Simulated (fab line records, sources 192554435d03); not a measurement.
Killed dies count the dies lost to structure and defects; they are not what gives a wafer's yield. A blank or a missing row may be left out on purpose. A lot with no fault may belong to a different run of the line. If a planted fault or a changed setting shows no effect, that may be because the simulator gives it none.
Chamber matching + flow n5Finfet + N5_BEOL_M9_ETCH_65 on rieDiel-06 has 4 sister chambers
The step etches SiARC in CF4, target depth 15.6 nm, time 26 s. 16 wafers are shown with their chamber, then 8 later ones without.

== WAFERS PAIRED WITH THEIR CHAMBERS ==
| wafer  | chamber | showerheadPlenumPTorr (Torr) | drypumpMotorCurrentA (A) | throttleValvePct (%) |
|--------|---------|------------------------------|--------------------------|----------------------|
| L074.1 | 1       | 2.10                         | 6.2                      | 15.61                |
| L074.2 | 2       | 2.19                         | 5.9                      | 15.74                |
| L074.3 | 0       | 2.04                         | 5.5                      | 15.82                |
| L079.1 | 0       | 2.03                         | 5.5                      | 15.83                |
| L079.2 | 2       | 2.19                         | 5.9                      | 15.27                |
| L079.3 | 1       | 2.10                         | 6.2                      | 15.61                |
| L078.2 | 3       | 2.08                         | 6.0                      | 15.76                |
| L078.4 | 1       | 2.09                         | 6.2                      | 15.64                |
| L078.5 | 3       | 2.08                         | 6.0                      | 15.75                |
| L080.2 | 3       | 2.08                         | 5.9                      | 15.78                |
| L080.4 | 2       | 2.19                         | 5.9                      | 15.28                |
| L080.5 | 1       | 2.09                         | 6.2                      | 15.64                |
| L082.1 | 2       | 2.19                         | 5.9                      | 15.31                |
| L082.4 | 2       | 2.19                         | 5.8                      | 15.29                |
| L082.6 | 3       | 2.08                         | 6.0                      | 15.77                |
| L086.3 | 3       | 2.07                         | 6.0                      | 15.80                |

SIGNATURES (means of the wafers above)
| reading               | chamber 0 | chamber 1 | chamber 2 | chamber 3 | scatter within a chamber |
|-----------------------|-----------|-----------|-----------|-----------|--------------------------|
| showerheadPlenumPTorr | 2.0350    | 2.0950    | 2.1900    | 2.0780    | 0.00438                  |
| drypumpMotorCurrentA  | 5.500     | 6.200     | 5.880     | 5.980     | 0.0365                   |
| throttleValvePct      | 15.8250   | 15.6250   | 15.3780   | 15.7720   | 0.118                    |
Rule: for a wafer and a chamber, the distance is found by dividing, reading by reading, the gap between the wafer's reading and the chamber's mean by the reading's scatter, squaring, summing and taking the root. If the next closest chamber is less than 2 further off than the closest, the wafer can't be placed; otherwise it belongs to the closest. The scatter is the square root of a quotient: the sum, over the shown wafers, of each reading's squared deviation from its chamber's mean, divided by wafers minus chambers.

== WAFERS WHOSE CHAMBER IS MISSING ==
| wafer  | showerheadPlenumPTorr (Torr) | drypumpMotorCurrentA (A) | throttleValvePct (%) |
|--------|------------------------------|--------------------------|----------------------|
| L086.4 | 2.18                         | 5.9                      | 15.31                |
| L086.6 | 2.18                         | 5.9                      | 15.29                |
| L092.1 | 2.28                         | 5.4                      | 15.37                |
| L092.3 | 2.07                         | 6.0                      | 15.82                |
| L092.4 | 2.08                         | 6.2                      | 15.70                |
| L096.1 | 2.18                         | 5.9                      | 15.34                |
| L096.4 | 2.08                         | 6.2                      | 15.71                |
| L096.6 | 2.18                         | 5.9                      | 15.34                |

== CHAMBER TAKEN BY EACH ==
| wafer  | from the rows above | in truth                   |
|--------|---------------------|----------------------------|
| L086.4 | 2                   | 2                          |
| L086.6 | 2                   | 2                          |
| L092.1 | 2                   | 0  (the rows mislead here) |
| L092.3 | 3                   | 3                          |
| L092.4 | 1                   | 1                          |
| L096.1 | 2                   | 2                          |
| L096.4 | 1                   | 1                          |
| L096.6 | 2                   | 2                          |
7 of 8 placed correctly. Left unplaced by these rows: 0. 1 placed wrongly.
